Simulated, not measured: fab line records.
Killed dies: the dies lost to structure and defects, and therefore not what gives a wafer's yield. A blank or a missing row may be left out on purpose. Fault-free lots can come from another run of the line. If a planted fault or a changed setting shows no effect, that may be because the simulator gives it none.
fab line records -- flow n5_finfet
record lots=9, wafers=27, last_day=18
route steps=1938 shown BEOL_M11@1559
lots that met no fault: from a run of the same line without faults
start_h: hours from the record's first day to the start of the lot's first wafer shown -- wait_h: hours since the lot's step before -- " same as the row above -- L1.1+2: a row that stands for several wafers -- - no value, or no start given -- * or withheld: withheld -- < > ~ a bound
route shown NAME@n: names a module that has steps shown in the file, with the first one's number in the route -- usual: mean/standard deviation taken from wafers without a fault -- same: alike in all rows -- chamber/n: place in a boat -- sites: the reading at each site -- _std_site: standard deviation of those values -- _edge_site: the outer-site mean with the inner-site mean subtracted -- radius_mm: for every site, how far away it sits from the centre of the wafer -- mask NAME#n: copy n -- behind: the tool/chamber that last shaped the wafer -- hold: cause of the lot's hold/its duration in hours/its outcome -- device: the n, p or np transistor that did not switch -- end of line: at the end of the route, the tests of the same wafers -- a step without rows: its recipe alone -- killed: dies that structure and defects cost at the first sort, which is not the same as the wafer's yield -- map: per-die view of a wafer (x killed, . not killed, _ where there is no die)
set.NAME: the setting as run; set.NAME@STEP: as run at that earlier step -- model.NAME: the simulator's own value behind a step, which no gauge read
a sample of lots followed through the steps of the route, with each step as a table and each wafer as a row
services: a tool's chamber out of use, with start hour (start_h, from the record's first day; less than 0 if before it), hours out, and reason
## steps
# step N5_BEOL_M11_CD_MEAS_18
# recipe pitch_nm=140, target_cd_nm=70
# usual cd_nm=70.1/0.66
lot.wafer,tool,chamber,start_h,wait_h,cd_nm
L715.1,cd_sem-01,-,225.85,0.0,69.6
L715.3,cd_sem-01,-,225.85,0.0,69.7
L715.4,cd_sem-01,-,225.85,0.0,68.8
L719.1,cd_sem-01,-,253.25,0.0,70.3
L719.2,cd_sem-01,-,253.25,0.0,69.9
L719.4,cd_sem-01,-,253.25,0.0,70.1
L720.1,cd_sem-01,-,272.66,0.0,69.8
L720.2,cd_sem-01,-,272.66,0.0,70.0
L720.3,cd_sem-01,-,272.66,0.0,70.1
L721.1,cd_sem-01,-,279.47,0.0,70.0
L721.2,cd_sem-01,-,279.47,0.0,69.9
L721.6,cd_sem-01,-,279.47,0.0,71.5
L723.1,cd_sem-02,-,298.19,0.0,70.9
L723.3,cd_sem-02,-,298.19,0.0,70.8
L723.6,cd_sem-02,-,298.19,0.0,70.8
L724.2,cd_sem-01,-,298.69,0.1,70.1
L724.3,cd_sem-01,-,298.69,0.1,69.0
L724.6,cd_sem-01,-,298.69,0.1,70.0
L729.1,cd_sem-01,-,315.72,0.0,70.1
L729.3,cd_sem-01,-,315.72,0.0,70.3
L729.5,cd_sem-01,-,315.72,0.0,71.2
L733.2,cd_sem-03,-,338.46,0.1,71.1
L733.5,cd_sem-03,-,338.46,0.1,69.9
L733.6,cd_sem-03,-,338.46,0.1,70.3
L736.1,cd_sem-02,-,368.44,0.0,70.1
L736.4,cd_sem-02,-,368.44,0.0,70.3
L736.5,cd_sem-02,-,368.44,0.0,70.0
# step N5_BEOL_M11_STRIP_36
# recipe chemistry=N2/H2, power_w=450, temp_c=40, pressure_mtorr=20, rf_frequency_hz=6e+07, overash_fraction=0.3, bias_power_w=7, h2_frac=0.5, n2_flow_sccm=200, h2_flow_sccm=200
# usual drypump_motor_current_A=5.6/0.5, oes_product_au=0.78/0.089, rf_vpp_V=59.5/1.8, showerhead_plenum_p_Torr=2.60/0.094, temp_c=39.99/0.1, throttle_valve_pct=23.8/0.4
lot.wafer,tool,chamber,start_h,wait_h,drypump_motor_current_A,oes_product_au,rf_hours_counter_h,rf_vpp_V,showerhead_plenum_p_Torr,temp_c,throttle_valve_pct
L715.1,rie_diel-02,0,227.94,0.0,5.2,0.72,171,58.3,2.62,39.98,23.7
L715.3,rie_diel-02,2,227.94,0.0,5.0,0.93,16,66.3,2.70,39.85,23.1
L715.4,rie_diel-02,1,227.94,0.0,5.6,0.95,14,60.5,2.71,39.89,24.4
L719.1,rie_diel-06,3,256.70,0.0,6.4,0.70,178,60.2,2.63,40.05,23.7
L719.2,rie_diel-06,2,256.70,0.0,5.9,0.92,9,63.6,2.49,40.00,23.6
L719.4,rie_diel-06,0,256.70,0.0,5.1,0.71,178,61.7,2.41,39.92,23.4
L720.1,rie_diel-06,3,273.46,0.0,6.5,0.71,184,61.6,2.63,39.93,23.6
L720.2,rie_diel-06,0,273.46,0.0,5.1,0.71,184,58.6,2.41,40.03,23.4
L720.3,rie_diel-06,1,273.46,0.0,6.6,0.84,65,56.4,2.69,40.00,23.4
L721.1,rie_diel-02,2,280.26,0.0,5.0,0.92,30,60.7,2.69,40.01,23.1
L721.2,rie_diel-02,1,280.26,0.0,5.6,0.92,29,62.4,2.71,39.98,24.4
L721.6,rie_diel-02,1,280.26,0.0,5.6,0.92,-,59.3,2.71,40.15,24.4
L724.2,rie_diel-05,1,301.28,0.0,5.7,0.83,82,58.7,2.56,39.78,23.9
L724.3,rie_diel-05,0,301.28,0.0,6.1,0.70,253,59.0,2.39,39.90,23.9
L724.6,rie_diel-05,2,301.28,0.0,5.0,0.69,-,57.6,2.63,39.97,24.7
L723.1,rie_diel-06,1,301.34,0.0,6.6,0.83,72,60.8,2.68,39.99,23.4
L723.3,rie_diel-06,2,301.34,0.0,5.9,0.91,20,57.8,2.49,39.91,23.6
L723.6,rie_diel-06,2,301.34,0.0,5.9,0.89,-,58.5,2.49,39.99,23.6
L729.1,rie_diel-02,2,316.89,0.0,5.0,0.89,40,58.0,2.69,40.02,23.1
L729.3,rie_diel-02,1,316.89,0.0,5.6,0.92,38,58.9,2.70,40.02,24.4
L729.5,rie_diel-02,1,316.89,0.0,5.6,0.91,-,57.5,2.70,39.95,24.4
L733.2,rie_diel-02,2,339.61,0.0,5.0,0.89,46,58.5,2.69,39.98,23.1
L733.5,rie_diel-02,2,339.61,0.0,5.0,0.89,-,58.6,2.68,40.17,23.1
L733.6,rie_diel-02,3,339.61,0.0,5.5,0.71,-,57.4,2.63,39.91,23.8
L736.1,rie_diel-06,3,371.23,0.0,6.5,0.69,213,61.3,2.62,39.87,23.8
L736.4,rie_diel-06,2,371.23,0.0,5.9,0.87,41,60.4,2.48,39.90,23.7
L736.5,rie_diel-06,2,371.23,0.0,5.9,0.85,-,61.6,2.48,39.76,23.6
# step N5_BEOL_M11_TRENCH_ETCH_37
# recipe chemistry=C4F6/O2, target_depth_a=1488.3, target=SiCOH_lowk, time_s=48, ion_energy_ev=250, pressure_mtorr=30, source_w=345, bias_w=185, Ar_flow_sccm=300, C4F6_flow_sccm=10, O2_flow_sccm=10
# usual C4F6_flow_sccm=9.997/0.026, drypump_motor_current_A=5.6/0.5, oes_ar_750_au=0.78/0.083, oes_o_777_au=0.78/0.087, oes_product_au=0.78/0.088, rf_fwd_power_W=341.5/1.4, rf_vpp_V=669/10, showerhead_plenum_p_Torr=2.90/0.1, throttle_valve_pct=20.97/0.25
lot.wafer,tool,chamber,start_h,wait_h,C4F6_flow_sccm,drypump_motor_current_A,oes_ar_750_au,oes_o_777_au,oes_product_au,rf_fwd_power_W,rf_hours_counter_h,rf_vpp_V,showerhead_plenum_p_Torr,throttle_valve_pct
L715.1,rie_diel-02,0,227.98,-,9.962,5.2,0.73,0.76,0.72,340.6,171,655,2.93,21.26
L715.3,rie_diel-02,2,227.98,-,10.020,5.0,0.91,0.87,0.94,341.5,16,691,3.05,20.74
L715.4,rie_diel-02,1,227.98,-,9.994,5.7,0.96,0.99,0.96,340.9,14,666,2.99,20.99
L719.1,rie_diel-06,3,256.74,-,10.011,6.5,0.72,0.71,0.72,342.4,178,684,2.93,20.71
L719.2,rie_diel-06,2,256.74,-,10.001,5.9,0.93,0.95,0.92,344.2,9,653,2.78,20.77
L719.4,rie_diel-06,0,256.74,-,9.990,5.2,0.73,0.73,0.72,341.6,178,666,2.71,20.96
L720.1,rie_diel-06,3,273.50,-,9.989,6.5,0.71,0.71,0.70,341.4,184,683,2.93,20.73
L720.2,rie_diel-06,0,273.50,-,9.981,5.1,0.72,0.72,0.71,340.4,184,665,2.71,20.97
L720.3,rie_diel-06,1,273.50,-,9.961,6.6,0.82,0.80,0.82,340.5,65,669,2.99,20.57
L721.1,rie_diel-02,2,280.30,-,10.044,5.0,0.88,0.84,0.91,343.8,30,690,3.04,20.76
L721.2,rie_diel-02,1,280.30,-,10.021,5.7,0.92,0.94,0.93,344.6,29,667,2.99,21.02
L721.6,rie_diel-02,1,280.30,-,10.030,5.6,0.91,0.95,0.94,344.6,-,666,2.99,21.01
L724.2,rie_diel-05,1,301.32,-,9.994,5.7,0.80,0.81,0.82,342.4,82,678,2.85,20.87
L724.3,rie_diel-05,0,301.32,-,10.052,6.2,0.71,0.72,0.70,339.4,253,666,2.67,21.09
L724.6,rie_diel-05,2,301.32,-,10.040,5.0,0.70,0.68,0.70,340.2,-,664,2.94,21.52
L723.1,rie_diel-06,1,301.38,-,9.948,6.6,0.82,0.79,0.81,340.6,72,671,2.98,20.58
L723.3,rie_diel-06,2,301.38,-,10.029,5.9,0.90,0.91,0.90,340.4,20,653,2.77,20.78
L723.6,rie_diel-06,2,301.38,-,10.005,5.9,0.90,0.92,0.89,341.8,-,654,2.77,20.78
L729.1,rie_diel-02,2,316.93,-,10.007,5.0,0.74,0.62,0.82,260.6,40,792,3.04,20.75
L729.3,rie_diel-02,1,316.93,-,9.966,5.7,0.78,0.70,0.85,260.7,38,769,2.98,21.00
L729.5,rie_diel-02,1,316.93,-,10.011,5.6,0.78,0.71,0.85,259.5,-,769,2.98,21.00
L733.2,rie_diel-02,2,339.65,-,10.021,5.0,0.74,0.61,0.81,260.0,46,793,3.04,20.74
L733.5,rie_diel-02,2,339.65,-,10.021,5.0,0.73,0.62,0.82,258.6,-,792,3.04,20.76
L733.6,rie_diel-02,3,339.65,-,10.021,5.5,0.61,0.53,0.66,256.9,-,762,2.93,21.15
L736.1,rie_diel-06,3,371.27,-,9.962,6.4,0.69,0.68,0.70,344.4,213,682,2.92,20.76
L736.4,rie_diel-06,2,371.27,-,9.983,5.9,0.86,0.88,0.85,342.0,41,652,2.76,20.79
L736.5,rie_diel-06,2,371.27,-,9.997,5.9,0.85,0.88,0.86,341.9,-,652,2.76,20.81
# step N5_BEOL_M11_OCD_MEAS_38
# usual trench_depth_nm=148.2/2.8
lot.wafer,tool,chamber,start_h,wait_h,trench_depth_nm
L715.1,ocd-01,-,228.16,-,146.4
L715.3,ocd-01,-,228.16,-,151.4
L715.4,ocd-01,-,228.16,-,152.6
L719.1,ocd-02,-,256.92,-,144.0
L719.2,ocd-02,-,256.92,-,152.0
L719.4,ocd-02,-,256.92,-,148.0
L720.1,ocd-01,-,273.69,-,141.6
L720.2,ocd-01,-,273.69,-,145.4
L720.3,ocd-01,-,273.69,-,145.7
L721.1,ocd-01,-,280.48,-,152.3
L721.2,ocd-01,-,280.48,-,153.1
L721.6,ocd-01,-,280.48,-,154.3
L724.2,ocd-02,-,301.50,-,149.2
L724.3,ocd-02,-,301.50,-,150.3
L724.6,ocd-02,-,301.50,-,148.3
L723.1,ocd-01,-,301.56,-,145.6
L723.3,ocd-01,-,301.56,-,153.0
L723.6,ocd-01,-,301.56,-,152.1
L729.1,ocd-02,-,317.11,-,133.5
L729.3,ocd-02,-,317.11,-,136.1
L729.5,ocd-02,-,317.11,-,135.4
L733.2,ocd-01,-,339.84,-,133.3
L733.5,ocd-01,-,339.84,-,133.3
L733.6,ocd-01,-,339.84,-,133.1
L736.1,ocd-01,-,371.45,-,146.0
L736.4,ocd-01,-,371.45,-,151.2
L736.5,ocd-01,-,371.45,-,152.3
# step N5_BEOL_M11_ANNEAL_51
# recipe temp_c=225, time_s=90, ambient=N2
# usual wafer_temp_C_max=225.9/0.35
lot.wafer,tool,chamber,start_h,wait_h,wafer_temp_C_max
L715.1,rtp_anneal-02,0,229.94,0.1,225.4
L715.3,rtp_anneal-02,0,229.94,0.1,225.5
L715.4,rtp_anneal-02,0,229.94,0.1,225.7
L719.1,rtp_anneal-02,0,259.19,0.3,225.5
L719.2,rtp_anneal-02,0,259.19,0.3,225.7
L719.4,rtp_anneal-02,0,259.19,0.3,225.9
L720.1,rtp_anneal-01,0,276.60,0.4,226.3
L720.2,rtp_anneal-01,0,276.60,0.4,227.0
L720.3,rtp_anneal-01,0,276.60,0.4,226.1
L721.1,rtp_anneal-02,0,283.77,0.5,225.5
L721.2,rtp_anneal-02,0,283.77,0.5,225.6
L721.6,rtp_anneal-02,0,283.77,0.5,225.6
L724.2,rtp_anneal-02,0,303.36,0.5,226.0
L724.3,rtp_anneal-02,0,303.36,0.5,225.8
L724.6,rtp_anneal-02,0,303.36,0.5,225.6
L723.1,rtp_anneal-02,0,304.61,1.3,225.8
L723.3,rtp_anneal-02,0,304.61,1.3,225.8
L723.6,rtp_anneal-02,0,304.61,1.3,226.0
L729.1,rtp_anneal-01,0,318.85,0.3,226.2
L729.3,rtp_anneal-01,0,318.85,0.3,226.2
L729.5,rtp_anneal-01,0,318.85,0.3,226.1
L733.2,rtp_anneal-01,0,343.30,0.4,226.7
L733.5,rtp_anneal-01,0,343.30,0.4,226.4
L733.6,rtp_anneal-01,0,343.30,0.4,226.2
L736.1,rtp_anneal-02,0,373.53,0.3,225.9
L736.4,rtp_anneal-02,0,373.53,0.3,225.7
L736.5,rtp_anneal-02,0,373.53,0.3,225.7
# step N5_BEOL_M11_THK_MEAS_53
# recipe thk_meas_gauge=xrf, reads=Cu_of_BEOL_M11_ECD_50
# usual M11_THK=142/3.2
lot.wafer,tool,chamber,start_h,wait_h,M11_THK[nm]
L715.1,film_metro-01,-,230.54,-,139
L715.3,film_metro-01,-,230.54,-,146
L715.4,film_metro-01,-,230.54,-,146
L719.1,film_metro-02,-,259.78,-,141
L719.2,film_metro-02,-,259.78,-,148
L719.4,film_metro-02,-,259.78,-,146
L720.1,film_metro-01,-,277.20,-,135
L720.2,film_metro-01,-,277.20,-,139
L720.3,film_metro-01,-,277.20,-,141
L721.1,film_metro-02,-,284.37,-,147
L721.2,film_metro-02,-,284.37,-,148
L721.6,film_metro-02,-,284.37,-,149
L724.2,film_metro-01,-,303.91,-,142
L724.3,film_metro-01,-,303.91,-,141
L724.6,film_metro-01,-,303.91,-,140
L723.1,film_metro-02,-,305.21,-,141
L723.3,film_metro-02,-,305.21,-,149
L723.6,film_metro-02,-,305.21,-,147
L729.1,film_metro-02,-,319.46,-,131
L729.3,film_metro-02,-,319.46,-,130
L729.5,film_metro-02,-,319.46,-,130
L733.2,film_metro-02,-,344.14,-,127
L733.5,film_metro-02,-,344.14,-,126
L733.6,film_metro-02,-,344.14,-,126
L736.1,film_metro-02,-,374.18,-,139
L736.4,film_metro-02,-,374.18,-,143
L736.5,film_metro-02,-,374.18,-,147
# step N5_BEOL_M11_RS_MEAS_57
# recipe thk_meas_gauge=four-point-probe, reads=Cu_of_BEOL_M11_ECD_50+Co_of_BEOL_M11_CVD_75+TaN_of_BEOL_M11_ALD_74
# usual M11_RS=0.152/0.0035
lot.wafer,tool,chamber,start_h,wait_h,M11_RS[ohm/sq]
L715.1,film_metro-02,-,230.67,0.0,0.156
L715.3,film_metro-02,-,230.67,0.0,0.148
L715.4,film_metro-02,-,230.67,0.0,0.149
L719.1,film_metro-01,-,259.91,0.0,0.155
L719.2,film_metro-01,-,259.91,0.0,0.148
L719.4,film_metro-01,-,259.91,0.0,0.150
L720.1,film_metro-02,-,277.33,0.0,0.161
L720.2,film_metro-02,-,277.33,0.0,0.156
L720.3,film_metro-02,-,277.33,0.0,0.153
L721.1,film_metro-01,-,284.50,0.0,0.147
L721.2,film_metro-01,-,284.50,0.0,0.146
L721.6,film_metro-01,-,284.50,0.0,0.144
L724.2,film_metro-01,-,304.03,0.0,0.151
L724.3,film_metro-01,-,304.03,0.0,0.151
L724.6,film_metro-01,-,304.03,0.0,0.154
L723.1,film_metro-01,-,305.34,0.0,0.154
L723.3,film_metro-01,-,305.34,0.0,0.146
L723.6,film_metro-01,-,305.34,0.0,0.148
L729.1,film_metro-02,-,319.59,0.0,0.167
L729.3,film_metro-02,-,319.59,0.0,0.168
L729.5,film_metro-02,-,319.59,0.0,0.169
L733.2,film_metro-01,-,344.26,0.0,0.171
L733.5,film_metro-01,-,344.26,0.0,0.174
L733.6,film_metro-01,-,344.26,0.0,0.173
L736.1,film_metro-02,-,374.31,0.0,0.155
L736.4,film_metro-02,-,374.31,0.0,0.150
L736.5,film_metro-02,-,374.31,0.0,0.146
## services
tool,chamber,start_h,hours,kind
rie_diel-06,2,207.73,-,clean
rie_diel-06,2,207.73,-,consumable_replace:focus_ring
rie_diel-06,2,207.73,13.7,scheduled_down
rie_diel-06,2,207.73,13.7,vent_cycle
rie_diel-02,2,209.65,5.9,repair
rie_diel-06,-,213.63,0.3,repair
rtp_anneal-01,-,280.92,5.7,pm
rie_diel-06,2,290.72,8.7,repair
rie_diel-05,0,302.92,10.6,repair
rie_diel-06,1,313.56,3.6,repair
rie_diel-06,-,324.61,2.8,pm
rie_diel-02,2,330.09,1.6,repair
rie_diel-06,0,339.69,7.4,repair
rie_diel-05,2,353.39,15.3,repair
## key
first_sign step=N5_BEOL_M11_TRENCH_ETCH_37, reading=rf_fwd_power_W, direction=down, sigmas=60, usual=*, struck=*
effect step=N5_BEOL_M11_TRENCH_ETCH_37, reading=rf_vpp_V, direction=up, sigmas=11, usual=669, struck=779
effect step=N5_BEOL_M11_OCD_MEAS_38, reading=trench_depth_nm, direction=down, sigmas=5, usual=148.2, struck=134.1
effect step=N5_BEOL_M11_THK_MEAS_53, reading=M11_THK, direction=down, sigmas=4.4, usual=142, struck=128
effect step=N5_BEOL_M11_RS_MEAS_57, reading=M11_RS, direction=up, sigmas=5.3, usual=0.152, struck=0.170
met_at N5_BEOL_M11_TRENCH_ETCH_37
struck_lots L729,L733
not_acting_at N5_BEOL_M11_CD_MEAS_18,N5_BEOL_M11_STRIP_36,N5_BEOL_M11_ANNEAL_51
onset_between 280.30 316.93
fault kind=process_parameter_drift, tool=rie_diel-02, chamber=-, onset_h=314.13, steps=N5_BEOL_M11_TRENCH_ETCH_37, channel=source_w, offset=-82.8, shape=step, end_h=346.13, acts_in=these_recipes_only, stated=345
